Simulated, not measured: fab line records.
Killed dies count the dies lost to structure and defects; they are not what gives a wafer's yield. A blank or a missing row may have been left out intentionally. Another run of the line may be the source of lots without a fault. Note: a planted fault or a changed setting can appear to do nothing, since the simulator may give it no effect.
Chamber matching -- flow n5_finfet -- rie_diel-06 running N5_BEOL_M7_STRIP_19: 4 sister chambers
The step strips in O2. 4 wafers are shown with their chamber, then 9 later ones without.

WAFERS PAIRED WITH THEIR CHAMBERS
wafer,chamber,throttle_valve_pct (%)
L076.5,2,16.89
L079.1,1,16.49
L082.2,3,16.54
L082.5,0,16.63

WAFERS WHOSE CHAMBER IS MISSING
wafer,throttle_valve_pct (%)
L091.1,16.50
L091.3,16.57
L091.6,16.48
L094.1,16.57
L094.2,16.94
L094.5,16.94
L095.1,16.60
L095.5,16.59
L095.6,16.68

THE CHAMBER EACH PASSED THROUGH
wafer,from the rows above,in truth
L091.1,can't be placed: 1 or 3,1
L091.3,can't be placed: 3 or 0 or 1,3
L091.6,can't be placed: 1 or 3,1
L094.1,can't be placed: 3 or 0 or 1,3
L094.2,2,2
L094.5,2,2
L095.1,can't be placed: 0 or 3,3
L095.5,can't be placed: 0 or 3 or 1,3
L095.6,0,0
Placed correctly: 3 of 9. Not placeable from these rows: 6 (in 6, the candidates include the true chamber). Wrongly placed: 0.
How it was worked out, from the rows above alone: a wafer's distance from a chamber is the root of the sum, over the readings, of the square of ((its reading less the chamber's mean) divided by the reading's scatter). The wafer belongs to the nearest chamber; if the next one is less than 2 further off, it can't be placed. Each chamber's mean is taken over the wafers shown for it. The scatter: with one shown wafer a chamber, the root of the mean of the squares of how far each hidden wafer lies from its nearest shown one.
